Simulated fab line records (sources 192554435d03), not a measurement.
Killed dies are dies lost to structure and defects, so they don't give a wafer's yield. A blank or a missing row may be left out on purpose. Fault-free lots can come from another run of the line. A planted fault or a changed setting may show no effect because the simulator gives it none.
fab line records ; flow n5Finfet
[record] lots = 4; wafers = 12; lastDay = 16
route steps=1938 shown FIN_SAQP@114 BEOL_M4@1111 PASSIVATION@1936
lots that met no fault: from a run of the same line without faults
startH: the number of hours between the record's first day and the start of the first shown wafer of the lot ; waitH: hours since the lot's step before ; " unchanged from the row above ; L1.1+2: several wafers, shown together as one row ; - no value, or no start was given ; * or withheld: withheld ; < > ~ a bound
route shown NAME@n: a module of which the file shows steps, and the number in the route of the first ; usual: mean/standard deviation taken from wafers without a fault ; same: alike in all rows ; chamber/n: place in a boat ; sites: the reading at each site ; _std_site: the values' standard deviation ; _edge_site: the outer-site mean with the inner-site mean subtracted ; radiusMm: how far each site lies from the wafer's centre ; mask NAME#n: copy n ; behind: the most recent tool/chamber to have shaped the wafer ; hold: the reason the lot was held/the length of the hold in hours/how it ended ; device: the transistor (n, p or np) that didn't switch ; end of line: tests run on the same wafers once the route is complete ; step lacking rows: just its recipe ; killed: count of dies lost to structure and defects at first sort (not the wafer's yield) ; map: per-die view of a wafer (x killed, . not killed, _ where there is no die)
set.NAME: the setting the step ran with; set.NAME@STEP: the setting that earlier step ran with ; model.NAME: the simulator's own value behind a step, which no gauge read
lots seen at some steps along the route; tables by step, rows by wafer
services: from which hour (startH, from the record's first day; less than 0 if before it) a tool's chamber was out of use, for how many hours, and why
[[steps]]
[step N5_FIN_SAQP_DESCUM_21]
[recipe] chemistry = O2; timeS = 7.9; sourcePowerW = 50; biasPowerW = 20; pressureMtorr = 20; rfFrequencyHz = 2.712e+07; tempC = 40; resist = CAR-ArF; o2FlowSccm = 225
[step N5_FIN_SAQP_ETCH_51]
[recipe] chemistry = CF4; target = SiARC; targetDepthA = 455; maskMaterial = CAR-ArF; timeS = 75.8; ionEnergyEv = 80; pressureMtorr = 40; sourceW = 545; biasW = 36; Ar_flow_sccm = 100; cf4FlowSccm = 100; ends = cleared
[step N5_FIN_SAQP_ETCH_52]
[recipe] chemistry = N2/H2; target = SOC; targetDepthA = 1000; overetchA = 200; maskMaterial = SiARC; tempC = 40; timeS = 150; ionEnergyEv = 200; pressureMtorr = 30; sourceW = 840; biasW = 150; n2FlowSccm = 200; h2FlowSccm = 200; ends = endPoint
[step N5_FIN_SAQP_STRIP_53]
[recipe] chemistry = N2/H2; tempC = 40; n2FlowSccm = 200; h2FlowSccm = 200; rfFrequencyHz = 6e+07
[step N5_FIN_SAQP_HM_OPEN_73]
[recipe] chemistry = CHF3/O2; target = SiO2; stopOn = a-Si; targetDepthA = 120; overEtchFrac = 1.8; maskMaterial = SOC; timeS = 16.8; pressureMtorr = 30; sourceW = 650; biasW = 170; Ar_flow_sccm = 200; CHF3_flow_sccm = 50; O2_flow_sccm = 5; ionEnergyEv = 200; ends = endPoint
[step N5_FIN_SAQP_STRIP_74]
[recipe] chemistry = CHF3/O2; resist = SiARC; rfFrequencyHz = 6e+07
[step N5_FIN_SAQP_MANDREL_ETCH_22]
[recipe] targetDepthA = 600; chemistry = HBr/Cl2; target = a-Si; stopOn = SiNx; btTimeS = 10; overEtchFrac = 0.5; timeS = 30; pressureMtorr = 10; icpW = 800; biasW = 75; HBr_flow_sccm = 150; Cl2_flow_sccm = 80; ends = endPoint
[step N5_FIN_SAQP_STRIP_55]
[recipe] chemistry = N2/H2; powerW = 500; tempC = 40; pressureMtorr = 50; rfFrequencyHz = 6e+07; overashFraction = 0.3; biasPowerW = 28; h2Frac = 0.5; n2FlowSccm = 300; h2FlowSccm = 300
[step N5_FIN_SAQP_STRIP_23]
[recipe] chemistry = SPM; timeS = 750; tempC = 130; h2so4H2o2VolRatio = 4
[step N5_FIN_SAQP_SRD_66]
[recipe] dry = ipaMarangoni; timeS = 30; tempC = 23; rinseLiquid = diw
[step N5_FIN_SAQP_RECESS_75]
[recipe] chemistry = HF/NH3; target = SiO2; targetDepthA = 144; afsCycles = 3; tempC = 30; sublimationTempC = 180; sublimationTimeS = 60
[step N5_FIN_SAQP_SPACER1_ALD_24]
[recipe] material = SiO2; targetThkA = 203; tempC = 300; aldPrecursorFamily = BDEAS; aldCoReactant = O2-plasma; pulseTimeS = 1; purgeTimeS = 2; coReactantPurgeTimeS = 2; aldCycles = 218; pressureTorr = 2
[step N5_FIN_SAQP_SPACER1_ETCHBACK_25]
[recipe] chemistry = CHF3/O2; mode = anisotropicEtchback; target = SiO2; targetDepthA = 244; timeS = 12.2; pressureMtorr = 30; sourceW = 650; biasW = 170; Ar_flow_sccm = 200; CHF3_flow_sccm = 50; O2_flow_sccm = 5; ionEnergyEv = 200
[usual] CHF3_flow_sccm = 49.98/0.13; O2_flow_sccm = 5.000/0.017; drypumpMotorCurrentA = 5.6/0.42; oesProductAu = 0.78/0.067; rfVppV = 522/9.6; showerheadPlenumPTorr = 2.45/0.065; throttleValvePct = 18.81/0.17
lot.wafer;tool;chamber;startH;waitH;CHF3_flow_sccm;O2_flow_sccm;drypumpMotorCurrentA;oesProductAu;rfHoursCounterH;rfVppV;showerheadPlenumPTorr;throttleValvePct;model.SiO2_of_FIN_SAQP_SPACER1_ALD_24.thkNm
L753.3;rieDiel-04;1;73.38;0.4;-;-;-;-;-;-;-;-;20.2
L753.4;rieDiel-04;2;73.38;0.4;-;-;-;-;-;-;-;-;20.4
L753.5;rieDiel-04;1;73.38;0.4;-;-;-;-;-;-;-;-;20.2
L754.3;rieDiel-04;0;77.84;0.4;-;-;-;-;-;-;-;-;20.4
L754.5;rieDiel-04;0;77.84;0.4;-;-;-;-;-;-;-;-;20.2
L754.6;rieDiel-04;1;77.84;0.4;-;-;-;-;-;-;-;-;20.4
L762.1;rieDiel-04;3;126.17;0.5;49.98;5.000;5.9;0.73;187;526;2.50;18.89;0
L762.5;rieDiel-04;2;126.17;0.5;49.91;4.982;6.1;0.71;-;534;2.39;18.80;0
L762.6;rieDiel-04;1;126.17;0.5;49.99;5.013;6.0;0.88;-;533;2.47;19.06;0
L763.3;rieDiel-03;2;131.12;0.4;50.20;4.988;5.2;0.79;151;521;2.41;18.70;0
L763.4;rieDiel-03;1;131.12;0.4;49.91;4.994;5.4;0.77;123;531;2.41;18.59;0
L763.6;rieDiel-03;2;131.12;0.4;50.24;4.967;5.2;0.78;-;521;2.41;18.72;0
[step N5_FIN_SAQP_MANDREL1_REMOVE_56]
[recipe] chemistry = HBr/Cl2/O2; btTimeS = 10; target = a-Si; stopOn = SiNx; endpoint = OES-SiCl; overEtchFrac = 1; icpW = 600; biasW = 22; HBr_flow_sccm = 150; Cl2_flow_sccm = 80; O2_flow_sccm = 5; pressureMtorr = 10
[usual] drypumpMotorCurrentA = 6.1/0.55; mfcCl2Sccm = 80.01/0.24; oesProductAu = 1.008/0.014; throttleValvePct = 36.7/0.33
[same] btTimeS = 10
lot.wafer;tool;chamber;startH;waitH;drypumpMotorCurrentA;mfcCl2Sccm;oesProductAu;rfHoursCounterH;throttleValvePct
L753.3;rieSi-02;0;73.46;0.1;6.4;79.67;0.384;53;37.4
L753.4;rieSi-02;1;73.46;0.1;6.8;79.80;0.383;53;37.1
L753.5;rieSi-02;0;73.46;0.1;6.4;80.01;0.381;-;37.4
L754.3;rieSi-01;1;77.93;0.1;5.8;79.45;0.380;51;36.4
L754.5;rieSi-01;1;77.93;0.1;5.8;79.80;0.385;-;36.4
L754.6;rieSi-01;0;77.93;0.1;6.2;80.35;0.379;-;36.9
L762.1;rieSi-01;1;126.26;0.1;5.8;79.95;1.001;52;36.4
L762.5;rieSi-01;0;126.26;0.1;6.3;79.68;1.012;-;36.9
L762.6;rieSi-01;3;126.26;0.1;6.3;79.90;1.008;-;36.7
L763.3;rieSi-03;1;131.21;0.1;5.7;79.66;0.987;14;36.5
L763.4;rieSi-03;3;131.21;0.1;5.3;79.78;1.024;7;36.8
L763.6;rieSi-03;2;131.21;0.1;6.2;80.38;1.017;-;36.3
[step N5_FIN_SAQP_CD_MEAS_27]
[recipe] targetCdNm = 20; landingEnergyEv = 1000; detector = seInlens; polarity = line
[usual] cdNm = 20.31/0.22
lot.wafer;tool;chamber;startH;waitH;cdNm
L753.3;cdSem-01;0;73.58;0.1;-
L753.4;cdSem-01;0;73.58;0.1;-
L753.5;cdSem-01;0;73.58;0.1;-
L754.3;cdSem-02;0;78.04;0.1;-
L754.5;cdSem-02;0;78.04;0.1;-
L754.6;cdSem-02;0;78.04;0.1;-
L762.1;cdSem-03;0;126.37;0.1;20.53
L762.5;cdSem-03;0;126.37;0.1;20.64
L762.6;cdSem-03;0;126.37;0.1;20.33
L763.3;cdSem-01;0;131.32;0.1;20.82
L763.4;cdSem-01;0;131.32;0.1;20.57
L763.6;cdSem-01;0;131.32;0.1;20.50
[step N5_FIN_SAQP_ETCH_57]
[recipe] chemistry = CH3F/O2; target = SiNx; maskMaterial = SiO2; targetDepthA = 325; timeS = 46.4; pressureMtorr = 30; sourceW = 395; biasW = 73; Ar_flow_sccm = 150; CH3F_flow_sccm = 30; O2_flow_sccm = 20; ionEnergyEv = 120; ends = cleared
[usual] CH3F_flow_sccm = 30.01/0.1; drypumpMotorCurrentA = 5.7/0.44; etchRfOnTimeS = 46.2/0.87; oesProductAu = 0.66/0.057; rfVppV = 297/5.6; showerheadPlenumPTorr = 2.03/0.058; throttleValvePct = 16.28/0.17
lot.wafer;tool;chamber;startH;waitH;CH3F_flow_sccm;drypumpMotorCurrentA;etchRfOnTimeS;oesProductAu;rfHoursCounterH;rfVppV;showerheadPlenumPTorr;throttleValvePct
L753.3;rieDiel-04;3;73.62;0.0;30.00;5.9;116.0;0.28;171;299;2.08;16.26
L753.4;rieDiel-04;2;73.62;0.0;29.96;6.1;116.0;0.27;201;303;1.99;16.21
L753.5;rieDiel-04;2;73.62;0.0;29.98;6.1;116.0;0.27;-;304;1.99;16.21
L754.3;rieDiel-04;1;78.09;0.0;30.03;6.0;116.0;0.34;8;303;2.06;16.39
L754.5;rieDiel-04;3;78.09;0.0;29.89;5.9;116.0;0.28;-;299;2.08;16.27
L754.6;rieDiel-04;2;78.09;0.0;30.01;6.1;116.0;0.27;-;304;1.99;16.20
L762.1;rieDiel-01;2;126.42;0.1;30.10;4.8;46.3;0.63;160;304;1.92;16.42
L762.5;rieDiel-01;1;126.42;0.1;30.20;5.1;46.2;0.61;-;295;2.07;16.37
L762.6;rieDiel-01;2;126.42;0.1;29.95;4.8;46.2;0.64;-;303;1.92;16.42
L763.3;rieDiel-03;1;131.38;0.0;30.09;5.4;46.0;0.66;123;301;2.00;16.06
L763.4;rieDiel-03;0;131.38;0.0;30.11;5.3;45.7;0.70;89;293;2.11;16.07
L763.6;rieDiel-03;2;131.38;0.0;29.91;5.2;45.9;0.67;-;296;2.00;16.16
[step N5_FIN_SAQP_ETCH_65]
[recipe] chemistry = CF4; target = SiO2; targetDepthA = 40; ionEnergyEv = 350; timeS = 4.4; pressureMtorr = 10; icpW = 800; biasW = 400; cf4FlowSccm = 80
[step N5_FIN_SAQP_MANDREL_ETCH_58]
[recipe] chemistry = HBr/Cl2; target = a-Si; targetDepthA = 450; btTimeS = 10; stopOn = SiNx; maskMaterial = SiO2; overEtchFrac = 0.8; timeS = 27; pressureMtorr = 10; icpW = 800; biasW = 75; HBr_flow_sccm = 150; Cl2_flow_sccm = 80; ends = endPoint
[usual] drypumpMotorCurrentA = 5.8/0.58; mfcCl2Sccm = 79.95/0.24; oesProductAu = 0.703/0.011; throttleValvePct = 35.52/0.25
[same] btTimeS = 10
lot.wafer;tool;chamber;startH;waitH;drypumpMotorCurrentA;mfcCl2Sccm;oesProductAu;rfHoursCounterH;throttleValvePct
L753.3;rieSi-03;2;73.76;0.0;6.2;80.01;0.321;81;35.92
L753.4;rieSi-03;3;73.76;0.0;5.3;79.85;0.332;6;36.37
L753.5;rieSi-03;1;73.76;0.0;5.7;80.05;0.321;-;36.10
L754.3;rieSi-03;1;78.23;0.0;5.7;80.11;0.321;13;36.09
L754.5;rieSi-03;2;78.23;0.0;6.2;79.81;0.321;-;35.91
L754.6;rieSi-03;1;78.23;0.0;5.7;80.15;0.322;-;36.08
L762.1;rieSi-02;1;126.56;0.0;6.8;80.50;0.712;54;35.94
L762.5;rieSi-02;3;126.56;0.0;6.0;79.60;0.703;-;35.57
L762.6;rieSi-02;0;126.56;0.0;6.3;79.65;0.707;-;36.23
L763.3;rieSi-01;1;131.52;0.0;5.8;79.80;0.707;52;35.31
L763.4;rieSi-01;3;131.52;0.0;6.3;79.82;0.707;-;35.58
L763.6;rieSi-01;1;131.52;0.0;5.8;79.64;0.707;-;35.29
[step N5_FIN_SAQP_RECESS_63]
[recipe] chemistry = HF/NH3; target = SiO2; targetDepthA = 180; afsCycles = 3; tempC = 30; sublimationTempC = 180; sublimationTimeS = 60
[step N5_FIN_SAQP_COAT_68]
[recipe] resist = SOC; tempC = 250; timeS = 60; spinRpm = 1500; resistThkNm = 100
[step N5_FIN_SAQP_ETCH_69]
[recipe] chemistry = N2/H2; target = SOC; targetDepthA = 1500; stopOn = SiNx; ionEnergyEv = 100; biasW = 61; pressureMtorr = 30; sourceW = 850; n2FlowSccm = 200; h2FlowSccm = 200
[usual] drypumpMotorCurrentA = 5.7/0.43; oesProductAu = 0.77/0.066; rfVppV = 241.4/1.2; showerheadPlenumPTorr = 2.58/0.066; throttleValvePct = 17.70/0.21
lot.wafer;tool;chamber;startH;waitH;drypumpMotorCurrentA;oesProductAu;rfHoursCounterH;rfVppV;showerheadPlenumPTorr;throttleValvePct
L753.3;rieDiel-04;0;74.29;-;6.1;0.29;133;240.4;2.55;17.92
L753.4;rieDiel-04;2;74.29;-;6.1;0.27;201;240.4;2.52;17.52
L753.5;rieDiel-04;1;74.29;-;6.0;0.35;-;242.6;2.61;17.76
L754.3;rieDiel-01;3;78.78;-;6.2;0.35;7;242.0;2.70;17.37
L754.5;rieDiel-01;1;78.78;-;5.1;0.28;-;241.1;2.64;17.76
L754.6;rieDiel-01;0;78.78;-;5.9;0.29;-;240.8;2.55;17.56
L762.1;rieDiel-04;3;127.15;-;5.9;0.73;187;241.4;2.62;17.71
L762.5;rieDiel-04;1;127.15;-;6.0;0.87;-;241.6;2.60;17.87
L762.6;rieDiel-04;2;127.15;-;6.1;0.71;-;240.4;2.51;17.63
L763.3;rieDiel-04;3;132.05;-;5.9;0.72;190;241.4;2.62;17.71
L763.4;rieDiel-04;1;132.05;-;6.0;0.87;28;242.0;2.60;17.86
L763.6;rieDiel-04;3;132.05;-;5.9;0.72;-;241.5;2.62;17.72
[step N5_FIN_SAQP_ETCH_67]
[recipe] chemistry = CH3F/O2; target = SiNx; targetDepthA = 300; maskMaterial = SOC; pressureMtorr = 30; sourceW = 395; biasW = 73; Ar_flow_sccm = 150; CH3F_flow_sccm = 30; O2_flow_sccm = 20; ionEnergyEv = 120
[usual] CH3F_flow_sccm = 30.01/0.092; drypumpMotorCurrentA = 5.7/0.43; oesProductAu = 0.78/0.068; rfVppV = 297/5.1; showerheadPlenumPTorr = 2.04/0.056; throttleValvePct = 16.30/0.18
lot.wafer;tool;chamber;startH;waitH;CH3F_flow_sccm;drypumpMotorCurrentA;oesProductAu;rfHoursCounterH;rfVppV;showerheadPlenumPTorr;throttleValvePct
L753.3;rieDiel-04;0;74.35;0.0;29.95;6.1;0.30;133;295;2.00;16.44
L753.4;rieDiel-04;2;74.35;0.0;30.01;6.1;0.27;201;302;1.99;16.20
L753.5;rieDiel-04;1;74.35;0.0;29.97;6.0;0.34;-;304;2.06;16.37
L754.3;rieDiel-01;3;78.84;0.0;29.90;6.2;0.34;7;289;2.15;16.11
L754.5;rieDiel-01;1;78.84;0.0;29.99;5.1;0.27;-;297;2.08;16.31
L754.6;rieDiel-01;0;78.84;0.0;30.04;5.8;0.29;-;290;2.01;16.16
L762.1;rieDiel-04;3;127.21;0.0;29.93;6.0;0.74;187;299;2.07;16.36
L762.5;rieDiel-04;1;127.21;0.0;30.03;6.0;0.89;-;301;2.05;16.46
L762.6;rieDiel-04;2;127.21;0.0;29.93;6.1;0.71;-;303;1.98;16.28
L763.3;rieDiel-04;3;132.11;0.0;30.05;5.9;0.73;190;298;2.07;16.36
L763.4;rieDiel-04;1;132.11;0.0;29.85;6.0;0.87;28;303;2.05;16.48
L763.6;rieDiel-04;3;132.11;0.0;29.91;5.9;0.74;-;299;2.07;16.35
[step N5_BEOL_M4_RC_MEAS_101]
[usual] DIBL_N = 36.2/1.7; DIBL_P = 36.2/2.2; IOFF_N = 0.16/0.035; IOFF_P = 0.21/0.042; ION_N = 673/13; ION_P = 462/7.9; SS_N = 71.4/0.59; SS_P = 73.2/0.7; VT_N = 250/3.6; VT_P = -251/3.5
lot.wafer;tool;chamber;startH;waitH;DIBL_N[mV/V];DIBL_P[mV/V];IOFF_N[nA/um];IOFF_P[nA/um];ION_N[uA/um];ION_P[uA/um];SS_N[mV/dec];SS_P[mV/dec];VT_N[mV];VT_P[mV]
L762.1;prober-02;0;276.94;0.0;35.1;35.7;0.15;0.21;662;457;71.4;72.8;250;-249
L762.5;prober-02;0;276.94;0.0;34.8;35.5;0.15;0.21;669;461;71.2;72.5;249;-251
L762.6;prober-02;0;276.94;0.0;37.0;37.2;0.18;0.24;681;465;71.5;73.2;247;-249
L763.3;prober-02;0;281.42;0.3;35.0;34.2;0.13;0.16;657;450;71.1;72.9;251;-256
L763.4;prober-02;0;281.42;0.3;34.6;33.9;0.12;0.16;664;457;70.7;72.8;253;-254
L763.6;prober-02;0;281.42;0.3;34.0;33.8;0.12;0.16;662;454;71.3;73.0;254;-255
[step N5_PASSIVATION_PROBE_49]
[usual] defectLimitedYield = 91.4/1.4; killed_at_M0_to_M3 = 31/10; killed_at_M4_up = 14/5.6; killedAtContacts = 13/6.3; killedAtFrontEnd = 39/10; killedAtOther = 4/3.1; killedDies = 101/16; killedOnRim = 13/3.9; killedOpen = 65/13; killedShort = 34/7.2; sort_bin_5_function = 5.1/0.88; sort_bin_6_memory = 3.2/0.66; sortNPass = 1079/16; sortYieldPct = 91.4/1.4
[same] grossDies = 1180; killedAtBackSide = 0; sort_bin_4_leakage[%] = 0; sort_bin_8_speed[%] = 0
lot.wafer;tool;chamber;startH;waitH;defectLimitedYield[%];killed_at_M0_to_M3;killed_at_M4_up;killedAtContacts;killedAtFrontEnd;killedAtOther;killedDies;killedOnRim;killedOpen;killedShort;sort_bin_5_function[%];sort_bin_6_memory[%];sortNPass;sortYieldPct[%]
L753.3;prober-02;-;325.17;0.1;0;57;12;6;1100;5;1180;152;70;42;95.6;4.2;0;0
L753.4;prober-02;-;325.22;0.2;0;30;8;5;1133;4;1180;152;59;34;96.4;3.1;0;0
L753.5;prober-02;-;325.27;0.2;0;39;12;12;1116;1;1180;152;61;55;96.7;2.8;0;0
L754.3;prober-02;-;332.78;0.2;0;49;11;11;1108;1;1180;152;67;37;96.8;3.2;0;0
L754.5;prober-02;-;332.88;0.3;0;41;9;11;1117;2;1180;152;69;40;96.4;3.6;0;0
L754.6;prober-02;-;332.93;0.3;0;40;4;26;1106;4;1180;152;58;40;96.5;3.1;0;0
// killed by level:class
L753.3 FIN_SAQP:areaEtchback=1065 BEOL_M2:geometricParticle:open=17 BEOL_M0_SAQP:geometricParticle:open=16 BEOL_M0_SAQP:geometricParticle:short=11 GATE_CUT:geometricParticle:short=8 FIN_SAQP:geometricParticle:short=7 FIN_SAQP:geometricParticle:open=7 MOL_CONTACT_COAG:geometricParticle:open=6
L753.4 FIN_SAQP:areaEtchback=1086 STI_FIN_REVEAL:geometricParticle:open=11 BEOL_M0_SAQP:geometricParticle:short=9 BEOL_M0_SAQP:geometricParticle:open=9 ILD0:geometricParticle:open=8 GATE_CUT:geometricParticle:short=8 BEOL_M2:geometricParticle:open=6 MOL_CONTACT_COAG:geometricParticle:open=5
L753.5 FIN_SAQP:areaEtchback=1064 BEOL_M0_SAQP:geometricParticle:short=18 FIN_SAQP:geometricParticle:short=15 FIN_SAQP:geometricParticle:open=11 MOL_CONTACT_COAG:geometricParticle:open=10 BEOL_M0_SAQP:geometricParticle:open=8 GATE_CUT:geometricParticle:short=5 BEOL_M3:geometricParticle:open=5
L754.3 FIN_SAQP:areaEtchback=1075 BEOL_M0_SAQP:geometricParticle:short=20 BEOL_M0_SAQP:geometricParticle:open=18 FIN_SAQP:geometricParticle:open=9 FIN_SAQP:geometricParticle:short=7 MOL_CONTACT_COAG:geometricParticle:open=7 BEOL_M2:geometricParticle:open=6 MOL_CONTACT_COAG:geometricParticle:short=4
L754.5 FIN_SAQP:areaEtchback=1071 BEOL_M0_SAQP:geometricParticle:open=20 BEOL_M0_SAQP:geometricParticle:short=12 FIN_SAQP:geometricParticle:open=11 FIN_SAQP:geometricParticle:short=9 MOL_CONTACT_COAG:geometricParticle:open=9 BEOL_M1:geometricParticle:open=7 ILD0:geometricParticle:short=5
L754.6 FIN_SAQP:areaEtchback=1081 MOL_CONTACT_COAG:geometricParticle:open=20 BEOL_M0_SAQP:geometricParticle:short=13 BEOL_M0_SAQP:geometricParticle:open=12 MOL_CONTACT_COAG:geometricParticle:short=6 BEOL_M2:geometricParticle:open=5 GATE_CUT:geometricParticle:short=4 BEOL_M3:geometricParticle:open=4
// map L753.3 (x killed, . not)
_________________xxxxxxxxxxxx________________
______________xxxxxxxxxxxxxxxxxx_____________
___________xxxxxxxxxxxxxxxxxxxxxxxx__________
__________xxxxxxxxxxxxxxxxxxxxxxxxxx_________
________xxxxxxxxxxxxxxxxxxxxxxxxxxxxxx_______
_______xxxxxxxxxxxxxxxxxxxxxxxxxxxxxxxx______
______xxxxxxxxxxxxxxxxxxxxxxxxxxxxxxxxxx_____
_____xxxxxxxxxxxxxxxxxxxxxxxxxxxxxxxxxxxx____
____xxxxxxxxxxxxxxxxxxxxxxxxxxxxxxxxxxxxxx___
___xxxxxxxxxxxxxxxxxxxxxxxxxxxxxxxxxxxxxxxx__
___xxxxxxxxxxxxxxxxxxxxxxxxxxxxxxxxxxxxxxxx__
__xxxxxxxxxxxxxxxxxxxxxxxxxxxxxxxxxxxxxxxxxx_
__xxxxxxxxxxxxxxxxxxxxxxxxxxxxxxxxxxxxxxxxxx_
_xxxxxxxxxxxxxxxxxxxxxxxxxxxxxxxxxxxxxxxxxxxx
_xxxxxxxxxxxxxxxxxxxxxxxxxxxxxxxxxxxxxxxxxxxx
_xxxxxxxxxxxxxxxxxxxxxxxxxxxxxxxxxxxxxxxxxxxx
_xxxxxxxxxxxxxxxxxxxxxxxxxxxxxxxxxxxxxxxxxxxx
_xxxxxxxxxxxxxxxxxxxxxxxxxxxxxxxxxxxxxxxxxxxx
_xxxxxxxxxxxxxxxxxxxxxxxxxxxxxxxxxxxxxxxxxxxx
_xxxxxxxxxxxxxxxxxxxxxxxxxxxxxxxxxxxxxxxxxxxx
_xxxxxxxxxxxxxxxxxxxxxxxxxxxxxxxxxxxxxxxxxxxx
__xxxxxxxxxxxxxxxxxxxxxxxxxxxxxxxxxxxxxxxxxx_
__xxxxxxxxxxxxxxxxxxxxxxxxxxxxxxxxxxxxxxxxxx_
___xxxxxxxxxxxxxxxxxxxxxxxxxxxxxxxxxxxxxxxx__
___xxxxxxxxxxxxxxxxxxxxxxxxxxxxxxxxxxxxxxxx__
____xxxxxxxxxxxxxxxxxxxxxxxxxxxxxxxxxxxxxx___
_____xxxxxxxxxxxxxxxxxxxxxxxxxxxxxxxxxxxx____
______xxxxxxxxxxxxxxxxxxxxxxxxxxxxxxxxxx_____
_______xxxxxxxxxxxxxxxxxxxxxxxxxxxxxxxx______
________xxxxxxxxxxxxxxxxxxxxxxxxxxxxxx_______
__________xxxxxxxxxxxxxxxxxxxxxxxxxx_________
___________xxxxxxxxxxxxxxxxxxxxxxxx__________
______________xxxxxxxxxxxxxxxxxx_____________
_________________xxxxxxxxxxxx________________
// map L754.3 (x killed, . not)
_________________xxxxxxxxxxxx________________
______________xxxxxxxxxxxxxxxxxx_____________
___________xxxxxxxxxxxxxxxxxxxxxxxx__________
__________xxxxxxxxxxxxxxxxxxxxxxxxxx_________
________xxxxxxxxxxxxxxxxxxxxxxxxxxxxxx_______
_______xxxxxxxxxxxxxxxxxxxxxxxxxxxxxxxx______
______xxxxxxxxxxxxxxxxxxxxxxxxxxxxxxxxxx_____
_____xxxxxxxxxxxxxxxxxxxxxxxxxxxxxxxxxxxx____
____xxxxxxxxxxxxxxxxxxxxxxxxxxxxxxxxxxxxxx___
___xxxxxxxxxxxxxxxxxxxxxxxxxxxxxxxxxxxxxxxx__
___xxxxxxxxxxxxxxxxxxxxxxxxxxxxxxxxxxxxxxxx__
__xxxxxxxxxxxxxxxxxxxxxxxxxxxxxxxxxxxxxxxxxx_
__xxxxxxxxxxxxxxxxxxxxxxxxxxxxxxxxxxxxxxxxxx_
_xxxxxxxxxxxxxxxxxxxxxxxxxxxxxxxxxxxxxxxxxxxx
_xxxxxxxxxxxxxxxxxxxxxxxxxxxxxxxxxxxxxxxxxxxx
_xxxxxxxxxxxxxxxxxxxxxxxxxxxxxxxxxxxxxxxxxxxx
_xxxxxxxxxxxxxxxxxxxxxxxxxxxxxxxxxxxxxxxxxxxx
_xxxxxxxxxxxxxxxxxxxxxxxxxxxxxxxxxxxxxxxxxxxx
_xxxxxxxxxxxxxxxxxxxxxxxxxxxxxxxxxxxxxxxxxxxx
_xxxxxxxxxxxxxxxxxxxxxxxxxxxxxxxxxxxxxxxxxxxx
_xxxxxxxxxxxxxxxxxxxxxxxxxxxxxxxxxxxxxxxxxxxx
__xxxxxxxxxxxxxxxxxxxxxxxxxxxxxxxxxxxxxxxxxx_
__xxxxxxxxxxxxxxxxxxxxxxxxxxxxxxxxxxxxxxxxxx_
___xxxxxxxxxxxxxxxxxxxxxxxxxxxxxxxxxxxxxxxx__
___xxxxxxxxxxxxxxxxxxxxxxxxxxxxxxxxxxxxxxxx__
____xxxxxxxxxxxxxxxxxxxxxxxxxxxxxxxxxxxxxx___
_____xxxxxxxxxxxxxxxxxxxxxxxxxxxxxxxxxxxx____
______xxxxxxxxxxxxxxxxxxxxxxxxxxxxxxxxxx_____
_______xxxxxxxxxxxxxxxxxxxxxxxxxxxxxxxx______
________xxxxxxxxxxxxxxxxxxxxxxxxxxxxxx_______
__________xxxxxxxxxxxxxxxxxxxxxxxxxx_________
___________xxxxxxxxxxxxxxxxxxxxxxxx__________
______________xxxxxxxxxxxxxxxxxx_____________
_________________xxxxxxxxxxxx________________
[[services]]
tool;chamber;startH;hours;kind
rieDiel-01;0;51.63;3.6;repair
rieSi-01;2;65.39;1.7;repair
rieSi-01;-;71.67;2.8;pm
rieSi-03;-;89.44;14.6;pm
rieDiel-01;0;112.49;8.4;repair
rieSi-03;-;117.25;2.8;pm
rieSi-03;-;125.66;0.3;repair
rieSi-01;2;127.83;8.9;repair
[[key]]
[firstSign] step = N5_FIN_SAQP_SPACER1_ETCHBACK_25; reading = toolRecord; direction = missing
[effect] step = N5_FIN_SAQP_MANDREL1_REMOVE_56; reading = oesProductAu; direction = down; sigmas = 46; usual = 1.008; struck = 0.382; through = controlLoop
[effect] step = N5_FIN_SAQP_CD_MEAS_27; reading = cdNm; direction = missing; through = controlLoop
[effect] step = N5_FIN_SAQP_ETCH_57; reading = etchRfOnTimeS; direction = up; sigmas = 80; usual = *; struck = *; through = *
[effect] step = N5_FIN_SAQP_MANDREL_ETCH_58; reading = oesProductAu; direction = down; sigmas = 34; usual = 0.703; struck = 0.323; through = controlLoop
[effect] step = N5_FIN_SAQP_ETCH_69; reading = oesProductAu; direction = down; sigmas = 7.1; usual = 0.77; struck = 0.30; through = controlLoop
[effect] step = N5_FIN_SAQP_ETCH_67; reading = oesProductAu; direction = down; sigmas = 7; usual = 0.78; struck = 0.30; through = controlLoop
[effect] step = N5_PASSIVATION_PROBE_49; reading = sort_bin_5_function; direction = up; sigmas = 99+; usual = 5.1; struck = 96.4
[modelEffect] step = N5_FIN_SAQP_SPACER1_ETCHBACK_25; value = SiO2_of_FIN_SAQP_SPACER1_ALD_24.thkNm; without = 0; struck = 20.3
[moreKillsBornAt] N5_FIN_SAQP_SPACER1_ETCHBACK_25@rieDiel-04 = 6442
metAt N5_FIN_SAQP_SPACER1_ETCHBACK_25
struckWafers L753.3,L753.4,L753.5,L754.3,L754.5,L754.6
laterRowsLeftOut L753.3,L753.4,L753.5,L754.3,L754.5,L754.6
[loopTrim] step = N5_FIN_SAQP_EXPOSE_13; setting = dose; lots = L753,L754
[fault] kind = skippedStepWhole; tool = rieDiel-04; chamber = -; onsetH = 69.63; steps = N5_FIN_SAQP_SPACER1_ETCHBACK_25; scope = struckLotsOnly
// laterRowsLeftOut: the simulator's readings of these wafers behind a module that went badly wrong aren't trusted and aren't shown, but for the sort
// loopTrim: a control loop set the setting to another value than it would have without faults
